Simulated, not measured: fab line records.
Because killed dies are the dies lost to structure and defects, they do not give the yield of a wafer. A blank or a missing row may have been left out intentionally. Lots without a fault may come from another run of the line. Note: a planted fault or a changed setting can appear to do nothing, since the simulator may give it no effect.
Matching of chambers :: flow nand_harc :: 4 sister chambers for NHARC_A_CONTACT_CMP_20 on cmp-03
The step polishes, t overpolish 30 s, target thk 300 nm. 22 wafers are shown with their chamber, then 11 later ones without.

== WAFERS WITH THEIR CHAMBER ==
wafer: L077.1
chamber: 0
motor_current_A (A): 13.3
time_to_endpoint_s (s): 61.3
overpolish_run_s (s): 29.993

wafer: L077.5
chamber: 2
motor_current_A (A): 11.1
time_to_endpoint_s (s): 61.1
overpolish_run_s (s): 30.010

wafer: L077.6
chamber: 1
motor_current_A (A): 12.7
time_to_endpoint_s (s): 59.8
overpolish_run_s (s): 29.997

wafer: L079.2
chamber: 3
motor_current_A (A): 10.8
time_to_endpoint_s (s): 62.9
overpolish_run_s (s): 29.985

wafer: L079.5
chamber: 1
motor_current_A (A): 13.3
time_to_endpoint_s (s): 58.2
overpolish_run_s (s): 30.008

wafer: L079.6
chamber: 0
motor_current_A (A): 13.1
time_to_endpoint_s (s): 61.4
overpolish_run_s (s): 30.010

wafer: L082.1
chamber: 2
motor_current_A (A): 10.5
time_to_endpoint_s (s): 59.2
overpolish_run_s (s): 29.992

wafer: L082.2
chamber: 1
motor_current_A (A): 13.3
time_to_endpoint_s (s): 57.5
overpolish_run_s (s): 30.002

wafer: L082.4
chamber: 3
motor_current_A (A): 11.1
time_to_endpoint_s (s): 61.6
overpolish_run_s (s): 29.986

wafer: L083.1
chamber: 0
motor_current_A (A): 12.9
time_to_endpoint_s (s): 59.1
overpolish_run_s (s): 30.000

wafer: L083.5
chamber: 1
motor_current_A (A): 13.7
time_to_endpoint_s (s): 60.5
overpolish_run_s (s): 29.990

wafer: L083.6
chamber: 0
motor_current_A (A): 13.9
time_to_endpoint_s (s): 59.3
overpolish_run_s (s): 29.996

wafer: L084.1
chamber: 0
motor_current_A (A): 13.0
time_to_endpoint_s (s): 55.3
overpolish_run_s (s): 29.983

wafer: L084.4
chamber: 1
motor_current_A (A): 14.2
time_to_endpoint_s (s): 54.8
overpolish_run_s (s): 29.991

wafer: L084.6
chamber: 1
motor_current_A (A): 13.7
time_to_endpoint_s (s): 55.1
overpolish_run_s (s): 29.983

wafer: L084.2
chamber: 2
motor_current_A (A): 11.0
time_to_endpoint_s (s): 55.8
overpolish_run_s (s): 29.991

wafer: L084.3
chamber: 3
motor_current_A (A): 10.4
time_to_endpoint_s (s): 57.5
overpolish_run_s (s): 30.001

wafer: L084.5
chamber: 0
motor_current_A (A): 13.6
time_to_endpoint_s (s): 56.7
overpolish_run_s (s): 30.008

wafer: L085.1
chamber: 0
motor_current_A (A): 12.7
time_to_endpoint_s (s): 55.9
overpolish_run_s (s): 30.020

wafer: L085.3
chamber: 3
motor_current_A (A): 10.8
time_to_endpoint_s (s): 60.0
overpolish_run_s (s): 29.998

wafer: L085.6
chamber: 1
motor_current_A (A): 13.4
time_to_endpoint_s (s): 54.4
overpolish_run_s (s): 30.024

wafer: L085.2
chamber: 1
motor_current_A (A): 13.8
time_to_endpoint_s (s): 56.2
overpolish_run_s (s): 29.997

SIGNATURES (means of the wafers above)
reading: motor_current_A
chamber 0: 13.214
chamber 1: 13.512
chamber 2: 10.867
chamber 3: 10.775
scatter within a chamber: 0.401

reading: time_to_endpoint_s
chamber 0: 58.429
chamber 1: 57.062
chamber 2: 58.700
chamber 3: 60.500
scatter within a chamber: 2.42

reading: overpolish_run_s
chamber 0: 30.00143
chamber 1: 29.99900
chamber 2: 29.99767
chamber 3: 29.99250
scatter within a chamber: 0.0117
Rule: distance of a wafer from a chamber = root of the sum over the readings of ((wafer's reading minus chamber's mean) / reading's scatter) squared. The wafer belongs to the nearest chamber; if the next one is less than 2 further off, it can't be placed. The scatter: take each reading less its chamber's mean, square it, sum over the shown wafers, divide by the number of wafers less the number of chambers, and take the root.

== WAFERS MISSING THEIR CHAMBER ==
wafer: L085.4
motor_current_A (A): 10.9
time_to_endpoint_s (s): 58.2
overpolish_run_s (s): 29.997

wafer: L085.5
motor_current_A (A): 12.8
time_to_endpoint_s (s): 56.9
overpolish_run_s (s): 29.996

wafer: L086.1
motor_current_A (A): 13.6
time_to_endpoint_s (s): 59.4
overpolish_run_s (s): 30.004

wafer: L086.2
motor_current_A (A): 11.3
time_to_endpoint_s (s): 56.3
overpolish_run_s (s): 29.983

wafer: L086.3
motor_current_A (A): 13.5
time_to_endpoint_s (s): 57.5
overpolish_run_s (s): 30.003

wafer: L094.1
motor_current_A (A): 11.1
time_to_endpoint_s (s): 61.3
overpolish_run_s (s): 30.000

wafer: L094.4
motor_current_A (A): 13.1
time_to_endpoint_s (s): 66.7
overpolish_run_s (s): 30.001

wafer: L094.6
motor_current_A (A): 12.6
time_to_endpoint_s (s): 65.1
overpolish_run_s (s): 29.996

wafer: L097.1
motor_current_A (A): 13.1
time_to_endpoint_s (s): 59.8
overpolish_run_s (s): 30.008

wafer: L097.2
motor_current_A (A): 11.2
time_to_endpoint_s (s): 60.1
overpolish_run_s (s): 29.994

wafer: L097.4
motor_current_A (A): 13.4
time_to_endpoint_s (s): 59.1
overpolish_run_s (s): 29.998

== WHICH CHAMBER EACH WENT THROUGH ==
wafer: L085.4
from the rows above: can't be placed: 2 or 3
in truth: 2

wafer: L085.5
from the rows above: can't be placed: 0 or 1
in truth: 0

wafer: L086.1
from the rows above: can't be placed: 0 or 1
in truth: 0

wafer: L086.2
from the rows above: can't be placed: 2 or 3
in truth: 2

wafer: L086.3
from the rows above: can't be placed: 1 or 0
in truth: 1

wafer: L094.1
from the rows above: can't be placed: 3 or 2
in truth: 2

wafer: L094.4
from the rows above: can't be placed: 0 or 1
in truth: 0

wafer: L094.6
from the rows above: can't be placed: 0 or 1 or 3 or 2
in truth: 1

wafer: L097.1
from the rows above: can't be placed: 0 or 1
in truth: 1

wafer: L097.2
from the rows above: can't be placed: 2 or 3
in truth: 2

wafer: L097.4
from the rows above: can't be placed: 0 or 1
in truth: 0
Placed correctly: 0 of 11. These rows do not allow placing 11 (true chamber among the candidates in 11). 0 placed wrongly.
